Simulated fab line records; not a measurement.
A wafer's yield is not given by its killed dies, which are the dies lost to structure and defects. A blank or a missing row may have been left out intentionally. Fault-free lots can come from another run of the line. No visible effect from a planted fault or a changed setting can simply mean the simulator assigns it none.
Struck lot and sound lot, side by side | flow nand harc | 14 steps out of a route of 1159
Sound: these wafers, L162.1, L162.2, L162.6. Struck: wafer L175.6 (L175.3, L175.4, from the same lot, were not struck and are left out); the cause is given at the end.
Each step with rows lists, per side, the tool, then ch with its chambers, then its first start. Under that, the readings that differ: sound wafers | struck wafers | difference of the means | sigmas: that difference in standard deviations of wafers without a fault.
alike: readings whose means differ by less than 2 such deviations, and words and numbers that are the same on both sides. not compared: withheld readings, readings that some wafer has no value for, bounds like >300 that may hide the same value, and numbers for which the record gives no deviation and whose values overlap.
Wherever a step has rows on one side only, a row that says differs or no value, or a row with sigmas, the two part there. Numbers that don't overlap but have no deviation are shown without sigmas and don't part them. A reading missing from all wafers of one side parts the sides only when that side holds two or more wafers.

first, 7 steps without rows for these wafers: NHARC_A_CONTACT_COAT_35 (time 65 s); NHARC_A_CONTACT_COAT_36 (resist thk 90 nm); NHARC_A_CONTACT_SOFTBAKE_37 (time 55 s); NHARC_A_CONTACT_EBR_38; NHARC_A_CONTACT_EXPOSE_39 (exposes mask A CC 3); NHARC_A_CONTACT_PEB_40 (peb time 65 s); NHARC_A_CONTACT_DEVELOP_41 (develop time 35 s).
NHARC_A_CONTACT_CD_MEAS_42 targets a cd of 200 nm.
  sound on cd sem-02 ch 0, day 16 15:43; struck on cd sem-02 ch 0, day 20 00:53
  reading    | sound             | struck | difference | sigmas
  cd nm (nm) | 199.8 200.0 200.1 | 201.6  | +1.6       | +3
NHARC_A_CONTACT_OVL_MEAS_43:
  struck on overlay-01, day 20 00:59; sound on overlay-02, day 16 15:49
  alike: overlay x nm, overlay y nm
NHARC_A_CONTACT_INSPECT_44:
  struck on defect inspect-01, day 20 01:01; sound on defect inspect-01, day 16 15:51
  alike: raw defect count
NHARC_A_CONTACT_DESCUM_47: chemistry O2, time 3 s.
  sound on rie diel-09 ch 0,3, day 16 15:55; struck on rie diel-02 ch 2, day 20 01:05
  reading                | sound                | struck | difference | sigmas
  throttle valve pct (%) | 11.297 11.294 11.313 | 11.321 | +0.020     | +2
  alike: chamber pressure mTorr, drypump motor current A, oes product au, rf vpp V, showerhead plenum p Torr
  not compared: rf hours counter h
NHARC_A_CONTACT_ETCH_48: etches the open film in CF4, target depth 39 nm, time 65 s.
  sound on rie diel-09 ch 0,1,3, day 16 16:01; struck on rie diel-02 ch 0, day 20 01:10
  alike: chamber pressure mTorr, drypump motor current A, oes product au, rf vpp V, run length s, showerhead plenum p Torr, throttle valve pct
  not compared: rf hours counter h
NHARC_A_CONTACT_ETCH_49: etches the open film in N2/H2, target depth 260 nm, time 475.3 s.
  sound on rie diel-09 ch 0,1,2, day 16 16:10; struck on rie diel-02 ch 0, day 20 01:19
  reading                        | sound                | struck | difference | sigmas
  chamber pressure mTorr (mTorr) | 29.985 30.039 29.996 | 29.913 | -0.094     | -3
  run length s (s)               | 497.2 497.1 496.2    | 340.3  | -156.5     | -99 or more
  throttle valve pct (%)         | 14.196 14.175 14.163 | 14.148 | -0.030     | -3
  alike: drypump motor current A, oes product au, rf vpp V, showerhead plenum p Torr
  not compared: rf hours counter h
NHARC_A_CONTACT_ETCH_50: etches the open film in CF4/CHF3, target depth 84.7 nm, time 42.4 s.
  sound on rie diel-09 ch 1,2,3; struck on rie diel-02 ch 0
  alike: chamber pressure mTorr, drypump motor current A, oes product au, rf vpp V, run length s, showerhead plenum p Torr, throttle valve pct
  not compared: rf hours counter h

== WHERE THEY PART ==
Earliest at NHARC_A_CONTACT_CD_MEAS_42; latest, in this record, at NHARC_A_CONTACT_ETCH_49. Later steps at which nothing parts them and some readings are alike: NHARC_A_CONTACT_ETCH_50.

WHY: whatever the simulator had introduced
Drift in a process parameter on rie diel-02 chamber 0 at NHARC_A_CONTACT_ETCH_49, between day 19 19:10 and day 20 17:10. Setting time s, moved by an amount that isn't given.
